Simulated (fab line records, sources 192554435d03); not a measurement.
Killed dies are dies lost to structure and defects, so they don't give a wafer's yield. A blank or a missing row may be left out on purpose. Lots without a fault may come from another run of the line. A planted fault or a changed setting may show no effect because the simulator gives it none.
fab line records | flow n5_finfet | part 1 of 2: steps 1 to 25 of 26
record lots=6 wafers=18 last_day=19
route steps=1938 shown BEOL_M8@1346 PASSIVATION@1936
lots that met no fault: from a run of the same line without faults
start_h: hours from the record's first day to the start of the lot's first wafer shown | wait_h: hours since the lot's step before | " the same as in the row above | L1.1+2: a row that stands for several wafers | - no value, or no start given | * or withheld: withheld | < > ~ a bound
route shown NAME@n: a module of which the file shows steps, and the number in the route of the first | usual: mean/standard deviation of fault-free wafers | same: alike in all rows | chamber/n: place in a boat | sites: the reading at each site | _std_site: their standard deviation | _edge_site: outer sites' mean less inner sites' | radius_mm: how far each site lies from the wafer's centre | mask NAME#n: copy n | behind: the tool/chamber that last shaped the wafer | hold: why the lot was held/for how many hours/how that ended | device: the transistor (n, p or np) that didn't switch | end of line: the same wafers' tests at the end of the route | a step without rows: its recipe alone | killed: dies lost to structure and defects at the first sort, not the wafer's yield | map: a wafer's dies, x killed, . not, _ none there
set.NAME: the setting as run; set.NAME@STEP: as run at that earlier step | model.NAME: the simulator's own value behind a step, which no gauge read
lots at some steps of the route; a table a step, a row a wafer
services: from which hour (start_h, from the record's first day; less than 0 if before it) a tool's chamber was out of use, for how many hours, and why
## steps
# step N5_BEOL_M8_OVL_MEAS_12
# recipe points_per_wafer=44
# usual M8_OVL=0.3/0.75
# columns lot.wafer tool chamber start_h wait_h M8_OVL[nm]
L654.1 overlay-02 0 234.16 0.0 0.7
L654.2 " 0 " " 0.7
L654.3 " 0 " " 0.6
L657.2 overlay-02 0 242.02 0.0 0.7
L657.5 " 0 " " 1.2
L657.6 " 0 " " 1.1
L656.1 overlay-02 0 242.29 0.0 0.5
L656.2 " 0 " " 0.8
L656.3 " 0 " " -0.7
L667.1 overlay-02 0 323.33 0.0 0.6
L667.4 " 0 " " 0.8
L667.5 " 0 " " -0.4
L670.1 overlay-02 0 339.86 0.0 -0.8
L670.3 " 0 " " -0.9
L670.5 " 0 " " 0.6
L675.1 overlay-02 0 376.22 0.0 0.0
L675.2 " 0 " " 0.1
L675.6 " 0 " " 0.2
# step N5_BEOL_M8_INSPECT_13
# recipe mode=adi inspect_instrument=brightfield
# usual raw_defect_count=425/93
# columns lot.wafer tool chamber start_h wait_h raw_defect_count
L654.1 defect_inspect-01 - 234.18 0.0 502
L654.2 " - " " 446
L654.3 " - " " 351
L657.2 defect_inspect-02 - 242.04 0.0 447
L657.5 " - " " 378
L657.6 " - " " 387
L656.1 defect_inspect-02 - 242.31 0.0 323
L656.2 " - " " 335
L656.3 " - " " 428
L667.1 defect_inspect-01 - 323.35 0.0 459
L667.4 " - " " 455
L667.5 " - " " 360
L670.1 defect_inspect-01 - 339.89 0.0 628
L670.3 " - " " 451
L670.5 " - " " 547
L675.1 defect_inspect-01 - 376.24 0.0 485
L675.2 " - " " 371
L675.6 " - " " 408
# step N5_BEOL_M8_DESCUM_16
# recipe chemistry=O2 time_s=7.9 source_power_w=50 bias_power_w=20 pressure_mtorr=20 rf_frequency_hz=2.712e+07 temp_c=40 resist=CAR-ArF o2_flow_sccm=225
# usual drypump_motor_current_A=5.6/0.54 oes_product_au=0.78/0.085 rf_vpp_V=243.2/1.1 showerhead_plenum_p_Torr=2.10/0.06 throttle_valve_pct=20.5/0.32
# columns lot.wafer tool chamber start_h wait_h drypump_motor_current_A oes_product_au rf_hours_counter_h rf_vpp_V showerhead_plenum_p_Torr throttle_valve_pct
L654.1 rie_diel-02 2 234.26 0.1 5.1 0.68 214 243.8 2.16 20.6
L654.2 " 3 " " 5.3 0.92 12 243.1 2.16 20.7
L654.3 " 1 " " 5.8 0.75 154 243.7 2.11 20.9
L657.2 rie_diel-02 3 242.10 0.1 5.3 0.91 16 244.1 2.15 20.7
L657.5 " 1 " " 5.8 0.75 - 241.8 2.11 20.8
L657.6 " 2 " " 5.1 0.68 - 244.1 2.16 20.7
L656.1 rie_diel-02 3 242.46 0.1 5.3 0.92 16 245.2 2.15 20.8
L656.2 " 1 " " 5.8 0.75 158 242.2 2.11 20.8
L656.3 " 2 " " 5.1 0.68 218 245.9 2.16 20.7
L667.1 rie_diel-02 0 323.39 0.0 6.2 0.91 11 244.5 2.16 20.8
L667.4 " 1 " " 5.8 0.72 - 242.9 2.10 20.9
L667.5 " 3 " " 5.3 0.87 - 244.7 2.15 20.8
L670.1 rie_diel-06 2 339.95 0.1 5.4 0.87 60 242.7 2.13 20.6
L670.3 " 1 " " 6.5 0.78 130 242.4 2.10 20.0
L670.5 " 1 " " 6.5 0.78 - 243.4 2.10 20.0
L675.1 rie_diel-05 0 376.64 0.4 6.3 0.74 202 242.4 1.95 20.2
L675.2 " 1 " " 4.9 0.67 261 243.3 2.06 20.3
L675.6 " 1 " " 4.9 0.66 - 240.9 2.06 20.3
# step N5_BEOL_M8_ETCH_61
# recipe chemistry=CF4 target=SiARC target_depth_a=455 mask_material=CAR-ArF time_s=75.8 ion_energy_ev=80 pressure_mtorr=40 source_w=545 bias_w=36 Ar_flow_sccm=100 cf4_flow_sccm=100 ends=cleared
# usual drypump_motor_current_A=5.6/0.54 etch_rf_on_time_s=76.6/2.5 oes_product_au=0.66/0.074 rf_vpp_V=184.1/1 showerhead_plenum_p_Torr=2.14/0.047 throttle_valve_pct=15.60/0.27
# columns lot.wafer tool chamber start_h wait_h drypump_motor_current_A etch_rf_on_time_s oes_product_au rf_hours_counter_h rf_vpp_V showerhead_plenum_p_Torr throttle_valve_pct
L654.1 rie_diel-02 2 234.29 0.0 5.1 73.9 0.61 214 185.2 2.20 15.75
L654.2 " 3 " " 5.3 73.7 0.80 12 183.7 2.20 15.69
L654.3 " 1 " " 5.7 76.4 0.63 154 183.8 2.13 15.83
L657.2 rie_diel-02 3 242.13 0.0 5.3 72.8 0.79 16 185.7 2.19 15.72
L657.5 " 1 " " 5.7 75.5 0.64 - 185.3 2.13 15.81
L657.6 " 2 " " 5.1 73.2 0.60 - 184.7 2.20 15.76
L656.1 rie_diel-02 3 242.50 0.0 5.3 73.5 0.79 16 183.1 2.19 15.73
L656.2 " 1 " " 5.7 75.2 0.64 158 184.9 2.13 15.83
L656.3 " 2 " " 5.1 74.7 0.60 218 185.0 2.20 15.78
L667.1 rie_diel-02 0 323.42 0.0 6.1 78.8 0.78 11 185.0 2.18 15.60
L667.4 " 1 " " 5.7 77.0 0.61 - 183.2 2.12 15.90
L667.5 " 3 " " 5.3 73.0 0.75 - 184.2 2.19 15.77
L670.1 rie_diel-06 2 339.99 0.0 5.4 75.3 0.72 60 184.4 2.14 15.45
L670.3 " 1 " " 6.4 75.7 0.66 130 184.4 2.13 15.14
L670.5 " 1 " " 6.5 76.0 0.65 - 183.6 2.13 15.14
L675.1 rie_diel-05 0 376.69 0.0 6.3 75.2 0.62 202 182.2 2.04 15.70
L675.2 " 1 " " 4.9 82.0 0.54 261 183.1 2.12 15.65
L675.6 " 1 " " 4.9 82.7 0.54 - 183.9 2.12 15.66
# step N5_BEOL_M8_ETCH_62
# recipe chemistry=N2/H2 target=SOC target_depth_a=1100 overetch_a=220 mask_material=SiARC temp_c=40 time_s=165 ion_energy_ev=200 pressure_mtorr=30 source_w=840 bias_w=150 n2_flow_sccm=200 h2_flow_sccm=200
# step N5_BEOL_M8_STRIP_68
# recipe chemistry=N2/H2 temp_c=40 n2_flow_sccm=200 h2_flow_sccm=200 rf_frequency_hz=6e+07
# step N5_BEOL_M8_STRIP_67
# recipe chemistry=CF4 resist=SiARC power_w=300 bias_power_w=75 pressure_mtorr=50 cf4_flow_sccm=150 rf_frequency_hz=6e+07
# usual drypump_motor_current_A=5.6/0.54 oes_product_au=0.78/0.079 rf_vpp_V=271.2/1.3 showerhead_plenum_p_Torr=1.79/0.041 throttle_valve_pct=13.57/0.28
# columns lot.wafer tool chamber start_h wait_h drypump_motor_current_A oes_product_au rf_hours_counter_h rf_vpp_V showerhead_plenum_p_Torr throttle_valve_pct
L654.1 rie_diel-02 2 234.49 0.0 5.1 0.70 214 271.1 1.83 13.74
L654.2 " 3 " " 5.3 0.91 12 270.6 1.85 13.69
L654.3 " 1 " " 5.7 0.75 154 272.3 1.77 13.76
L657.2 rie_diel-02 3 242.33 0.0 5.3 0.91 16 273.5 1.85 13.68
L657.5 " 1 " " 5.8 0.75 - 273.1 1.77 13.77
L657.6 " 2 " " 5.1 0.70 - 271.9 1.83 13.75
L656.1 rie_diel-02 3 242.70 0.0 5.3 0.91 16 271.9 1.85 13.67
L656.2 " 1 " " 5.7 0.75 158 269.6 1.77 13.78
L656.3 " 2 " " 5.1 0.70 218 272.3 1.83 13.74
L667.1 rie_diel-02 0 323.62 0.0 6.2 0.93 11 271.6 1.82 13.50
L667.4 " 1 " " 5.8 0.72 - 273.2 1.76 13.85
L667.5 " 3 " " 5.3 0.86 - 270.6 1.85 13.73
L670.1 rie_diel-06 2 340.19 0.0 5.4 0.85 60 270.8 1.80 13.42
L670.3 " 1 " " 6.5 0.77 131 271.8 1.77 13.11
L670.5 " 1 " " 6.5 0.77 - 269.4 1.77 13.10
L675.1 rie_diel-05 0 376.99 0.0 6.3 0.72 202 270.4 1.71 13.71
L675.2 " 1 " " 4.9 0.66 262 268.8 1.76 13.63
L675.6 " 1 " " 4.9 0.66 - 270.7 1.76 13.63
# step N5_BEOL_M8_HM_OPEN_17
# recipe chemistry=Cl2/BCl3 target_depth_a=200 overetch_a=60 target=TiN mask_material=SOC ion_energy_ev=150 pressure_mtorr=10 icp_w=1000 bias_w=126 Cl2_flow_sccm=53.25 bcl3_flow_sccm=21.75 Ar_flow_sccm=25
# usual drypump_motor_current_A=5.7/0.38 oes_product_au=0.69/0.078 throttle_valve_pct=22.20/0.29
# columns lot.wafer tool chamber start_h wait_h drypump_motor_current_A oes_product_au rf_hours_counter_h throttle_valve_pct
L654.1 rie_metal-02 0 234.54 0.0 5.8 0.54 107 22.34
L654.2 " 1 " " 5.6 0.72 27 22.59
L654.3 " 1 " " 5.6 0.72 - 22.58
L657.2 rie_metal-03 0 242.37 0.0 5.3 0.70 29 21.87
L657.5 " 0 " " 5.3 0.69 - 21.89
L657.6 " 1 " " 6.2 0.70 - 22.03
L656.1 rie_metal-03 1 242.74 0.0 6.2 0.70 26 22.03
L656.2 " 0 " " 5.3 0.71 29 21.86
L656.3 " 0 " " 5.3 0.70 - 21.87
L667.1 rie_metal-03 0 323.67 0.0 5.3 0.68 39 21.89
L667.4 " 0 " " 5.3 0.68 - 21.89
L667.5 " 0 " " 5.3 0.68 - 21.91
L670.1 rie_metal-03 1 340.23 0.0 6.2 0.67 37 22.06
L670.3 " 0 " " 5.3 0.67 - 21.88
L670.5 " 0 " " 5.3 0.67 - 21.89
L675.1 rie_metal-02 0 377.04 0.0 5.8 0.79 4 22.38
L675.2 " 1 " " 5.6 0.67 41 22.62
L675.6 " 0 " " 5.8 0.80 - 22.37
# step N5_BEOL_M8_STRIP_19
# recipe chemistry=O2 power_w=400 temp_c=40 pressure_mtorr=30 rf_frequency_hz=6e+07 bias_power_w=0 overash_fraction=0.2 o2_flow_sccm=225
# step N5_BEOL_M8_CD_MEAS_18
# recipe pitch_nm=80 target_cd_nm=40
# usual cd_nm=39.8/0.71
# columns lot.wafer tool chamber start_h wait_h cd_nm
L654.1 cd_sem-02 - 234.73 0.0 40.8
L654.2 " - " " 40.6
L654.3 " - " " 40.6
L657.2 cd_sem-02 - 242.61 0.1 39.8
L657.5 " - " " 41.3
L657.6 " - " " 41.3
L656.1 cd_sem-01 - 242.97 0.0 39.1
L656.2 " - " " 40.8
L656.3 " - " " 40.3
L667.1 cd_sem-01 - 323.85 0.0 39.1
L667.4 " - " " 39.3
L667.5 " - " " 38.8
L670.1 cd_sem-02 - 340.41 0.0 39.7
L670.3 " - " " 40.4
L670.5 " - " " 39.3
L675.1 cd_sem-02 - 377.28 0.0 39.4
L675.2 " - " " 38.3
L675.6 " - " " 38.9
# step N5_BEOL_M8_COAT_63
# recipe resist=SOC temp_c=250 time_s=60 spin_rpm=1500 resist_thk_nm=60
# step N5_BEOL_M8_COAT_64
# recipe resist=SiARC temp_c=220 time_s=60 spin_rpm=1500 resist_thk_nm=12
# step N5_BEOL_M8_COAT_71
# recipe resist=underlayer temp_c=205 time_s=60 spin_rpm=1500 resist_thk_nm=5
# usual spin_speed_rpm=1499.9/1
# columns lot.wafer tool chamber start_h wait_h spin_speed_rpm
L654.1 litho_track-01 0 234.88 - 1498.1
L654.2 " 0 " " 1499.4
L654.3 " 0 " " 1496.9
L657.2 litho_track-01 0 243.58 - 1499.7
L657.5 " 0 " " 1498.5
L657.6 " 0 " " 1500.9
L656.1 litho_track-04 0 243.58 - 1502.6
L656.2 " 0 " " 1501.8
L656.3 " 0 " " 1501.4
L667.1 litho_track-04 0 331.75 - 1461.9
L667.4 " 0 " " 1462.2
L667.5 " 0 " " 1463.5
L670.1 litho_track-04 0 340.49 - 1462.5
L670.3 " 0 " " 1461.1
L670.5 " 0 " " 1462.4
L675.1 litho_track-01 0 377.80 - 1499.4
L675.2 " 0 " " 1498.5
L675.6 " 0 " " 1500.2
# step N5_BEOL_M8_COAT_22
# recipe resist=CAR-EUV spin_rpm=1500 resist_thk_nm=30
# step N5_BEOL_M8_EBR_24
# recipe solvent=PGMEA ebr_width_mm=1.5
# step N5_BEOL_M8_SOFTBAKE_23
# recipe temp_c=110 time_s=60 resist=CAR-EUV
# step N5_BEOL_M8_EXPOSE_25
# recipe mask_id=V7 na=0.33 source_shape=annular sigma_inner=0.4 sigma_outer=0.8 polarization=unpolarized target_cd_nm=40 dose_mj=42.5
# step N5_BEOL_M8_PEB_26
# recipe peb_temp_c=100 peb_time_s=60 resist=CAR-EUV
# step N5_BEOL_M8_DEVELOP_27
# recipe develop_time_s=30 developer=TMAH resist=CAR-EUV rinse_liquid=surfactant_rinse dry=air_spin dev_temp_c=23
# step N5_BEOL_M8_CD_MEAS_28
# recipe target_cd_nm=40 landing_energy_ev=500 detector=se_inlens
# usual cd_nm=40.02/0.23
# columns lot.wafer tool chamber start_h wait_h cd_nm
L654.1 cd_sem-02 0 235.15 - 40.04
L654.2 " 0 " " 40.06
L654.3 " 0 " " 40.13
L657.2 cd_sem-02 0 243.84 - 39.95
L657.5 " 0 " " 39.71
L657.6 " 0 " " 39.79
L656.1 cd_sem-01 0 244.01 - 40.00
L656.2 " 0 " " 40.36
L656.3 " 0 " " 40.18
L667.1 cd_sem-02 0 332.18 - 40.15
L667.4 " 0 " " 40.23
L667.5 " 0 " " 39.92
L670.1 cd_sem-01 0 347.59 - 40.22
L670.3 " 0 " " 39.65
L670.5 " 0 " " 40.01
L675.1 cd_sem-03 0 378.19 - 39.59
L675.2 " 0 " " 40.17
L675.6 " 0 " " 40.07
# step N5_BEOL_M8_OVL_MEAS_29
# recipe points_per_wafer=522
# usual V7_OVL=-0.2/0.7
# columns lot.wafer tool chamber start_h wait_h V7_OVL[nm]
L654.1 overlay-02 0 235.18 0.0 0.2
L654.2 " 0 " " 0.1
L654.3 " 0 " " -0.1
L657.2 overlay-02 0 243.88 0.0 -0.1
L657.5 " 0 " " 0.2
L657.6 " 0 " " -0.5
L656.1 overlay-02 0 244.04 0.0 -0.4
L656.2 " 0 " " -1.5
L656.3 " 0 " " -0.7
L667.1 overlay-02 0 332.21 0.0 0.7
L667.4 " 0 " " 0.1
L667.5 " 0 " " 0.2
L670.1 overlay-02 0 347.62 0.0 0.0
L670.3 " 0 " " -0.8
L670.5 " 0 " " -0.5
L675.1 overlay-02 0 378.22 0.0 0.2
L675.2 " 0 " " 0.1
L675.6 " 0 " " -0.3
# step N5_BEOL_M8_INSPECT_30
# recipe mode=adi inspect_instrument=brightfield
# usual raw_defect_count=422/100
# columns lot.wafer tool chamber start_h wait_h raw_defect_count
L654.1 defect_inspect-01 - 235.24 0.1 500
L654.2 " - " " 437
L654.3 " - " " 343
L657.2 defect_inspect-02 - 243.93 0.0 451
L657.5 " - " " 384
L657.6 " - " " 369
L656.1 defect_inspect-02 - 244.10 0.1 308
L656.2 " - " " 334
L656.3 " - " " 457
L667.1 defect_inspect-02 - 332.27 0.1 414
L667.4 " - " " 393
L667.5 " - " " 372
L670.1 defect_inspect-01 - 347.68 0.1 630
L670.3 " - " " 495
L670.5 " - " " 527
L675.1 defect_inspect-02 - 378.28 0.1 458
L675.2 " - " " 360
L675.6 " - " " 377
# step N5_BEOL_M8_DESCUM_33
# recipe chemistry=O2 time_s=7 source_power_w=50 bias_power_w=20 pressure_mtorr=20 rf_frequency_hz=2.712e+07 temp_c=40 resist=CAR-EUV o2_flow_sccm=225
# step N5_BEOL_M8_ETCH_72
# recipe chemistry=N2/H2 target=underlayer target_depth_a=65 mask_material=CAR-EUV time_s=5.2 ion_energy_ev=200 pressure_mtorr=30 source_w=840 bias_w=150 n2_flow_sccm=200 h2_flow_sccm=200 ends=cleared
# usual drypump_motor_current_A=5.7/0.55 etch_rf_on_time_s=5.32/0.19 oes_product_au=0.66/0.077 rf_vpp_V=523.3/2.1 showerhead_plenum_p_Torr=2.51/0.078 throttle_valve_pct=17.77/0.28
# columns lot.wafer tool chamber start_h wait_h drypump_motor_current_A etch_rf_on_time_s oes_product_au rf_hours_counter_h rf_vpp_V showerhead_plenum_p_Torr throttle_valve_pct model.etch.depth_nm
L654.1 rie_diel-05 0 235.32 0.0 6.3 5.25 0.65 140 520.8 2.41 17.55 5.013
L654.2 " 2 " " 5.9 5.39 0.70 78 522.7 2.46 17.55 5.024
L654.3 " 0 " " 6.3 5.28 0.66 - 521.3 2.41 17.55 5.026
L657.2 rie_diel-05 0 244.28 0.0 6.3 5.21 0.67 145 521.2 2.41 17.54 5.004
L657.5 " 0 " " 6.3 5.25 0.65 - 521.9 2.41 17.59 5.007
L657.6 " 1 " " 4.9 5.72 0.56 - 524.9 2.52 17.71 5.015
L656.1 rie_diel-06 2 244.46 0.0 5.4 5.07 0.77 26 523.8 2.58 17.64 5.001
L656.2 " 1 " " 6.5 5.26 0.68 97 527.2 2.59 17.62 5.014
L656.3 " 0 " " 5.3 5.46 0.60 197 528.2 2.62 18.05 5.022
L667.1 rie_diel-06 3 332.68 0.0 4.8 5.46 0.68 87 522.4 2.47 17.46 5.087
L667.4 " 1 " " 6.5 5.28 0.66 127 524.4 2.57 17.68 5.08
L667.5 " 2 " " 5.4 5.20 0.74 - 525.6 2.57 17.71 5.093
L670.1 rie_diel-02 1 347.75 0.0 5.7 5.44 0.60 199 525.3 2.54 18.36 5.078
L670.3 " 3 " " 5.3 5.22 0.72 53 526.1 2.57 17.96 5.071
L670.5 " 3 " " 5.3 5.26 0.72 - 526.5 2.57 17.96 5.081
L675.1 rie_diel-02 1 378.37 0.0 5.8 5.25 0.60 211 521.6 2.53 18.37 5.017
L675.2 " 2 " " 5.1 4.87 0.86 9 525.9 2.63 17.98 5.024
L675.6 " 1 " " 5.8 5.31 0.60 - 523.8 2.53 18.37 5.001
# step N5_BEOL_M8_ETCH_65
# recipe chemistry=CF4 target=SiARC target_depth_a=156 mask_material=CAR-EUV time_s=26 ion_energy_ev=80 pressure_mtorr=40 source_w=545 bias_w=36 Ar_flow_sccm=100 cf4_flow_sccm=100 ends=cleared
# usual drypump_motor_current_A=5.6/0.55 etch_rf_on_time_s=26.4/0.94 oes_product_au=0.66/0.079 rf_vpp_V=183.9/1.1 showerhead_plenum_p_Torr=2.12/0.049 throttle_valve_pct=15.57/0.22
# columns lot.wafer tool chamber start_h wait_h drypump_motor_current_A etch_rf_on_time_s oes_product_au rf_hours_counter_h rf_vpp_V showerhead_plenum_p_Torr throttle_valve_pct
L654.1 rie_diel-05 0 235.35 0.0 6.3 25.9 0.66 140 182.8 2.07 15.62
L654.2 " 2 " " 5.9 26.2 0.70 78 184.2 2.09 15.45
L654.3 " 0 " " 6.3 26.0 0.66 - 182.8 2.07 15.60
L657.2 rie_diel-05 0 244.31 0.0 6.3 26.2 0.65 145 184.1 2.06 15.60
L657.5 " 0 " " 6.3 26.0 0.65 - 184.1 2.06 15.61
L657.6 " 1 " " 4.9 28.3 0.56 - 183.8 2.13 15.55
L656.1 rie_diel-06 2 244.48 0.0 5.4 24.8 0.79 26 186.7 2.15 15.39
L656.2 " 1 " " 6.4 25.9 0.69 97 184.4 2.14 15.08
L656.3 " 0 " " 5.3 26.3 0.62 197 184.9 2.21 15.90
L667.1 rie_diel-06 3 332.70 0.0 4.8 27.0 0.69 87 182.6 2.08 15.20
L667.4 " 1 " " 6.4 26.1 0.66 127 184.5 2.13 15.12
L667.5 " 2 " " 5.4 25.5 0.74 - 185.5 2.14 15.45
L670.1 rie_diel-02 1 347.77 0.0 5.8 26.5 0.60 199 182.4 2.12 15.91
L670.3 " 3 " " 5.3 25.5 0.72 53 183.8 2.18 15.79
L670.5 " 3 " " 5.3 25.2 0.73 - 184.9 2.18 15.79
L675.1 rie_diel-02 1 378.39 0.0 5.8 26.5 0.59 211 184.6 2.11 15.93
L675.2 " 2 " " 5.1 24.5 0.85 9 184.7 2.18 15.34
L675.6 " 1 " " 5.7 26.3 0.60 - 182.7 2.11 15.95
## key
first_sign step=N5_BEOL_M8_COAT_71 reading=spin_speed_rpm direction=down sigmas=37 usual=* struck=*
effect none on later readings
model_effect step=N5_BEOL_M8_ETCH_72 value=etch.depth_nm without=5.018 struck=5.082
met_at N5_BEOL_M8_COAT_71
struck_wafers L667.1,L667.4,L667.5,L670.1,L670.3,L670.5
onset_between 243.58 331.75
fault kind=process_parameter_drift tool=litho_track-04 chamber=- onset_h=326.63 steps=N5_BEOL_M8_COAT_71 channel=spin_rpm offset=* shape=step end_h=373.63 acts_in=* stated=*
